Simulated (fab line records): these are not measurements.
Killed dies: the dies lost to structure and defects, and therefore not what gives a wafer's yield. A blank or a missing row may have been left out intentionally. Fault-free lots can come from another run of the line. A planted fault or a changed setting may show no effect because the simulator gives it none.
Chamber matching / flow n5-finfet / rie-diel-06 running N5_HKMG_FIN_ETCH_58: 4 sister chambers
The step etches SOC in N2/H2, target depth 215.8 nm, time 741 s. 4 wafers are shown with their chamber, then 10 later ones without.

WAFERS WITH THEIR CHAMBER
wafer=L075.6; chamber=2; drypump-motor-current-A (A)=6.4
wafer=L085.5; chamber=0; drypump-motor-current-A (A)=4.8
wafer=L086.2; chamber=1; drypump-motor-current-A (A)=5.6
wafer=L086.4; chamber=3; drypump-motor-current-A (A)=5.7

WAFERS WITHOUT THEIR CHAMBER
wafer=L086.5; drypump-motor-current-A (A)=4.8
wafer=L087.2; drypump-motor-current-A (A)=4.8
wafer=L087.3; drypump-motor-current-A (A)=6.4
wafer=L087.6; drypump-motor-current-A (A)=5.6
wafer=L090.3; drypump-motor-current-A (A)=5.6
wafer=L090.4; drypump-motor-current-A (A)=6.4
wafer=L090.6; drypump-motor-current-A (A)=4.9
wafer=L093.1; drypump-motor-current-A (A)=5.6
wafer=L093.2; drypump-motor-current-A (A)=6.4
wafer=L093.6; drypump-motor-current-A (A)=5.6

WHICH CHAMBER EACH ONE RAN IN
wafer=L086.5; from the rows above=0; in truth=0
wafer=L087.2; from the rows above=0; in truth=0
wafer=L087.3; from the rows above=2; in truth=2
wafer=L087.6; from the rows above=1; in truth=1
wafer=L090.3; from the rows above=1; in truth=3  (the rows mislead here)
wafer=L090.4; from the rows above=2; in truth=2
wafer=L090.6; from the rows above=0; in truth=0
wafer=L093.1; from the rows above=1; in truth=1
wafer=L093.2; from the rows above=2; in truth=2
wafer=L093.6; from the rows above=1; in truth=1
Correct placement for 9 of the 10. Left unplaced by these rows: 0. 1 placed wrongly.
How it was worked out, from the rows above alone: a wafer's distance from a chamber is the root of the sum, over the readings, of the square of ((its reading less the chamber's mean) divided by the reading's scatter). The wafer belongs to the nearest chamber; if the next one is less than 2 further off, it can't be placed. Each chamber's mean is taken over the wafers shown for it. The scatter (one wafer shown for each chamber): square how far every hidden wafer sits from the nearest shown wafer, average those squares and take the square root.
